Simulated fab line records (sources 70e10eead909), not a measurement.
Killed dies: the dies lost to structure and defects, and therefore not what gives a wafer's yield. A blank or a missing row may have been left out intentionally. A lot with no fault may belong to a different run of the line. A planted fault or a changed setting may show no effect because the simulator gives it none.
A struck lot beside a sound one || flow nand harc || 18 steps out of a route of 1302
Sound: the wafers L373.1, L373.2, L373.4. Struck: wafers L381.2, L381.3, L381.5. The cause is given at the end.
For every step that has rows: the tool of each side, followed by ch and its chambers, followed by its first start. Under that, the readings that differ: sound wafers || struck wafers || difference of the means || sigmas: that difference in standard deviations of wafers without a fault.
alike: words and numbers the same on both sides, and readings whose means are apart by under 2 such deviations; not compared: readings that were withheld, readings missing a value for some wafer, numbers with overlapping values and no deviation given by the record, and bounds like >300 which may hide the same value.
The two part at a step that has a row with sigmas, a row that says differs or no value, or rows on one side only. Non-overlapping numbers with no deviation appear without sigmas and do not part them. Lack of a reading on every wafer of one side parts them only where that side has two or more wafers.

NHARC_P_ZERO_WELL_CD_MEAS_37: the cd target is 720 nm.
  sound on cd sem-02 ch 0, day 2 00:03; struck on cd sem-03 ch 0, day 5 08:34
  alike: cd nm
then, 1 step without rows for these wafers: NHARC_P_ZERO_WELL_HARDBAKE_38 (time 80 s).
NHARC_P_ZERO_WELL_DESCUM_39: chemistry O2, time 3 s.
  sound on rie diel-08 ch 0,1,3, day 2 00:13; struck on rie diel-12 ch 0,1,2, day 5 08:43
  alike: drypump motor current A, oes product au, rf vpp V, showerhead plenum p Torr, throttle valve pct
  not compared: rf hours counter h
then, 9 steps without rows for these wafers: NHARC_P_ZERO_WELL_IMPLANT_40; NHARC_P_ZERO_WELL_IMPLANT_59; NHARC_P_ZERO_WELL_IMPLANT_60; NHARC_P_ZERO_WELL_STRIP_41 (strips in SPM, time 840 s); NHARC_P_ZERO_WELL_DEHYDRATE_44 (time 120 s); NHARC_P_ZERO_WELL_HMDS_45 (time 30 s); NHARC_P_ZERO_WELL_COAT_46; NHARC_P_ZERO_WELL_SOFTBAKE_47 (time 95 s); NHARC_P_ZERO_WELL_EBR_48.
NHARC_P_ZERO_WELL_EXPOSE_49: exposes mask P HVPW, target cd 2000 nm.
  sound on krf scanner-03 ch 0, day 2 01:32; struck on krf scanner-03 ch 0, day 5 09:56
{"reading": "mask", "sound": "P_HVPW#0 P_HVPW#0 P_HVPW#0", "struck": "P_NWELL#0 P_NWELL#0 P_NWELL#0", "difference": "differs", "sigmas": ""}
{"reading": "reticle temp C (C)", "sound": "23.16 23.12 23.06", "struck": "22.91 22.92 22.81", "difference": -0.23, "sigmas": -2}
then, 2 steps without rows for these wafers: NHARC_P_ZERO_WELL_PEB_50 (peb time 85 s); NHARC_P_ZERO_WELL_DEVELOP_51 (time 70 s).
NHARC_P_ZERO_WELL_CD_MEAS_52: the cd target is 2000 nm.
  sound on cd sem-02 ch 0, day 2 01:41; struck on cd sem-02 ch 0, day 5 10:06
{"reading": "cd nm (nm)", "sound": "2002.2 2001.4 2000.3", "struck": "- - -", "difference": "no value on the struck wafers", "sigmas": ""}
then, 1 step without rows for these wafers: NHARC_P_ZERO_WELL_HARDBAKE_53 (time 80 s).
-- break in the record here, with 22 days between the starts of the struck wafers on either side (left off in module P_ZERO_WELL, picked up again in module END, where the first step shown is number 1302 on the route) --
NHARC_END_SORT_01:
  only the struck wafers appear in the record here, on prober-02 ch 0 at day 27 17:51; the sound ones have no rows

WHERE THEY PART
Earliest at NHARC_P_ZERO_WELL_EXPOSE_49; latest, in this record, at NHARC_END_SORT_01.

WHY: what the simulator had put in
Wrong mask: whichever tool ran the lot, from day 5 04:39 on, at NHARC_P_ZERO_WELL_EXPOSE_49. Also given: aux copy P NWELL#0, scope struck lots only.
